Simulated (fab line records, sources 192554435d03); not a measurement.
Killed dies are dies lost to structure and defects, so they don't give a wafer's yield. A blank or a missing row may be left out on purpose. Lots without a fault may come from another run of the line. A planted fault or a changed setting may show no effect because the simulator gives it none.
A struck lot beside a sound one | flow n5_finfet | 24 steps out of a route of 1938
Sound: wafers L438.2, L438.3, L438.6. Struck: wafers L433.1, L433.2, L433.4. The cause comes at the end.
At each step with rows: each side's tool, then ch and its chambers, then its first start. Under that, the readings that differ: sound wafers | struck wafers | difference of the means | sigmas: that difference in standard deviations of wafers without a fault.
alike: readings whose means differ by less than 2 such deviations, and words and numbers that are the same on both sides. not compared: withheld readings, readings that some wafer has no value for, bounds like >300 that may hide the same value, and numbers for which the record gives no deviation and whose values overlap.
The two part at a step that has a row with sigmas, a row that says differs or no value, or rows on one side only. Numbers that don't overlap but have no deviation are shown without sigmas and don't part them. A reading that every wafer of one side lacks parts them only if that side has two wafers or more.

first, 9 steps without rows for these wafers: N5_DUMMY_GATE_COAT_09 (resist thk 30 nm); N5_DUMMY_GATE_EBR_11; N5_DUMMY_GATE_SOFTBAKE_10 (time 60 s); N5_DUMMY_GATE_EXPOSE_12 (exposes mask GATE, target cd 25 nm); N5_DUMMY_GATE_PEB_13 (peb time 60 s); N5_DUMMY_GATE_DEVELOP_14 (develop time 30 s); N5_DUMMY_GATE_DESCUM_20 (chemistry O2, time 6.2 s); N5_DUMMY_GATE_ETCH_29 (etches underlayer in N2/H2, target depth 13 nm); N5_DUMMY_GATE_ETCH_36 (etches SiARC in CF4, target depth 13 nm).
N5_DUMMY_GATE_ETCH_37: etches SOC in N2/H2, target depth 60 nm, overetch 30 nm.
  sound on rie_diel-02 ch 0,2, day 7 10:25; struck on rie_diel-04 ch 1,2,3, day 6 03:33
  no value came back on the struck wafers for any of 8 readings (bias_w (W), chamber_pressure_mTorr (mTorr) and others); on the sound wafers bias_w (W) reads 149.7 149.9 149.1
  reading                                            | sound   | struck       | difference | sigmas
  model.CAR-EUV_of_DUMMY_GATE_COAT_09.thk_nm (nm)    | 0 0 0   | 11 11.2 11.2 | +11        |
  model.underlayer_of_DUMMY_GATE_COAT_28.thk_nm (nm) | 0 0 0   | 10 10 10     | +10        |
  model.SiARC_of_DUMMY_GATE_COAT_35.thk_nm (nm)      | 5.2 5 5 | 10 10 10     | +5         |
  not compared: rf_hours_counter_h
then, 4 steps without rows for these wafers: N5_DUMMY_GATE_STRIP_38 (strips in N2/H2); N5_DUMMY_GATE_STRIP_39 (strips in N2/H2); N5_DUMMY_GATE_TRIM_49 (chemistry O2, time 29 s, target cd 14 nm); N5_DUMMY_GATE_STRIP_40 (strips in CF4).
N5_DUMMY_GATE_CD_MEAS_50: target cd 14 nm.
  sound on cd_sem-02, day 7 10:39; struck on cd_sem-01, day 6 03:47
  reading    | sound             | struck | difference                    | sigmas
  cd_nm (nm) | 13.97 14.19 13.83 | - - -  | no value on the struck wafers |
N5_DUMMY_GATE_ETCH_31: etches SiO2 in C4F6/O2, target depth 82.5 nm, time 27.5 s.
  sound on rie_diel-02 ch 0,2, day 7 10:41; struck on rie_diel-05 ch 0,2,3, day 6 03:52
  reading               | sound          | struck         | difference | sigmas
  oes_product_au (a.u.) | 0.76 0.71 0.76 | 0.27 0.28 0.27 | -0.47      | -12
  alike: C4F6_flow_sccm, O2_flow_sccm, drypump_motor_current_A, oes_o_777_au, rf_vpp_V, showerhead_plenum_p_Torr, throttle_valve_pct
  not compared: rf_hours_counter_h
then, 1 step without rows for these wafers: N5_DUMMY_GATE_STRIP_41 (strips in O2).
N5_DUMMY_GATE_HM_OPEN_21: chemistry CH3F/O2, target SiNx, target depth 120 nm, time 171.4 s.
  sound on rie_diel-02 ch 0,2, day 7 10:47; struck on rie_diel-05 ch 0,2,3, day 6 03:57
  reading               | sound          | struck         | difference | sigmas
  oes_product_au (a.u.) | 0.76 0.70 0.75 | 0.26 0.28 0.28 | -0.46      | -12
  alike: drypump_motor_current_A, oes_o_777_au, rf_vpp_V, showerhead_plenum_p_Torr, throttle_valve_pct
  not compared: rf_hours_counter_h
then, 2 steps without rows for these wafers: N5_DUMMY_GATE_ETCH_32 (etches SiO2 in CF4, target depth 3.5 nm, time 3.9 s); N5_DUMMY_GATE_ETCH_23 (etches poly-Si in HBr/Cl2/O2, target depth 41 nm, time 22.3 s).
N5_DUMMY_GATE_ETCH_44: etches poly-Si in HBr/O2, stops on SiO2, target depth 127.5 nm.
  sound on rie_si-03 ch 1,2, day 7 11:02; struck on rie_si-03 ch 0,2,3, day 6 04:12
  reading               | sound             | struck            | difference | sigmas
  oes_product_au (a.u.) | 0.735 0.743 0.746 | 0.370 0.377 0.381 | -0.365     | -37
  alike: HBr_flow_sccm, O2_flow_sccm, drypump_motor_current_A, throttle_valve_pct
  not compared: rf_hours_counter_h
N5_DUMMY_GATE_CD_MEAS_24: target cd 15 nm.
  sound on cd_sem-01, day 7 11:08; struck on cd_sem-01, day 6 04:19
  reading    | sound             | struck | difference                    | sigmas
  cd_nm (nm) | 14.66 15.04 14.69 | - - -  | no value on the struck wafers |
N5_BEOL_M4_RC_MEAS_101:
  the record has rows for the sound wafers here (prober-01 ch 0, day 13 11:55) and none for the struck ones
-- the record jumps here: 10 days lie between the struck wafers' starts before and after (it left off in module BEOL_M4 and takes up again in module PASSIVATION, whose first step shown is number 1936 of the route) --
N5_PASSIVATION_PROBE_49:
  the record has rows for the struck wafers here (prober-01, day 15 22:19) and none for the sound ones

WHERE THEY PART
First at N5_DUMMY_GATE_ETCH_37; last, within this record, at N5_PASSIVATION_PROBE_49.

WHY: what the simulator had put in
Skipped step whole: rie_diel-04, from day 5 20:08 on, at N5_DUMMY_GATE_ETCH_37. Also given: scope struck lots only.
